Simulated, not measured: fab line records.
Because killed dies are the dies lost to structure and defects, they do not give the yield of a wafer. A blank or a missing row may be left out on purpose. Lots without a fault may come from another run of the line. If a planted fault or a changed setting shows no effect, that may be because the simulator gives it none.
Chamber matching | flow n5 finfet | 4 sister chambers for N5_BEOL_M0_SAQP_ETCH_73 on rie diel-02
The step etches SiARC in CF4, target depth 19.5 nm, time 32.5 s. 20 wafers are shown with their chamber, then 10 later ones without.

## EACH WAFER AND ITS CHAMBER
wafer  | chamber | showerhead plenum p Torr (Torr) | drypump motor current A (A) | throttle valve pct (%)
L074.3 | 3       | 2.26                            | 5.5                         | 15.23
L074.5 | 2       | 2.04                            | 5.6                         | 15.62
L074.6 | 3       | 2.26                            | 5.5                         | 15.23
L078.1 | 1       | 2.13                            | 6.2                         | 15.56
L078.5 | 2       | 2.04                            | 5.6                         | 15.64
L078.6 | 3       | 2.26                            | 5.5                         | 15.25
L081.1 | 0       | 2.11                            | 5.2                         | 15.51
L081.2 | 3       | 2.25                            | 5.5                         | 15.27
L081.5 | 0       | 2.11                            | 5.2                         | 15.48
L082.3 | 0       | 2.11                            | 5.3                         | 15.48
L082.4 | 2       | 2.03                            | 5.6                         | 15.66
L082.6 | 1       | 2.13                            | 6.2                         | 15.55
L086.2 | 0       | 2.11                            | 5.3                         | 15.52
L086.3 | 1       | 2.13                            | 6.2                         | 15.57
L086.5 | 3       | 2.25                            | 5.6                         | 15.27
L087.1 | 2       | 2.03                            | 5.6                         | 15.65
L087.4 | 0       | 2.11                            | 5.2                         | 15.52
L087.5 | 2       | 2.03                            | 5.6                         | 15.67
L088.2 | 2       | 2.03                            | 5.6                         | 15.67
L088.4 | 0       | 2.11                            | 5.3                         | 15.51

SIGNATURES (means of the wafers above)
reading                  | chamber 0 | chamber 1 | chamber 2 | chamber 3 | scatter within a chamber
showerhead plenum p Torr | 2.1100    | 2.1300    | 2.0333    | 2.2560    | 0.00398
drypump motor current A  | 5.250     | 6.200     | 5.600     | 5.520     | 0.0379
throttle valve pct       | 15.5033   | 15.5600   | 15.6517   | 15.2500   | 0.0184
Rule: for each reading, subtract the chamber's mean from the wafer's reading, divide by that reading's scatter and square the result; add these up over the readings and take the root, which gives the wafer's distance from the chamber. If the next closest chamber is less than 2 further off than the closest, the wafer can't be placed; otherwise it belongs to the closest. How the scatter is found: for the shown wafers, subtract from each reading the mean of its chamber, square and add these, divide the total by (wafers less chambers), then take the root.

## WAFERS WITH NO CHAMBER GIVEN
wafer  | showerhead plenum p Torr (Torr) | drypump motor current A (A) | throttle valve pct (%)
L088.5 | 2.03                            | 5.6                         | 15.68
L089.1 | 2.03                            | 5.6                         | 15.68
L089.5 | 2.11                            | 5.2                         | 15.51
L089.6 | 2.13                            | 6.3                         | 15.58
L094.2 | 2.25                            | 5.5                         | 15.30
L094.4 | 2.03                            | 5.6                         | 15.68
L094.5 | 2.10                            | 5.2                         | 15.54
L095.3 | 2.10                            | 5.3                         | 15.53
L095.5 | 2.12                            | 6.2                         | 15.59
L095.6 | 2.03                            | 5.6                         | 15.67

## CHAMBER TAKEN BY EACH
wafer  | from the rows above | in truth
L088.5 | 2                   | 2
L089.1 | 2                   | 2
L089.5 | 0                   | 0
L089.6 | 1                   | 1
L094.2 | 3                   | 3
L094.4 | 2                   | 2
L094.5 | 0                   | 0
L095.3 | 0                   | 0
L095.5 | 1                   | 1
L095.6 | 2                   | 2
Correctly placed: 10 of 10. Not placeable from these rows: 0. Placed wrongly: 0.
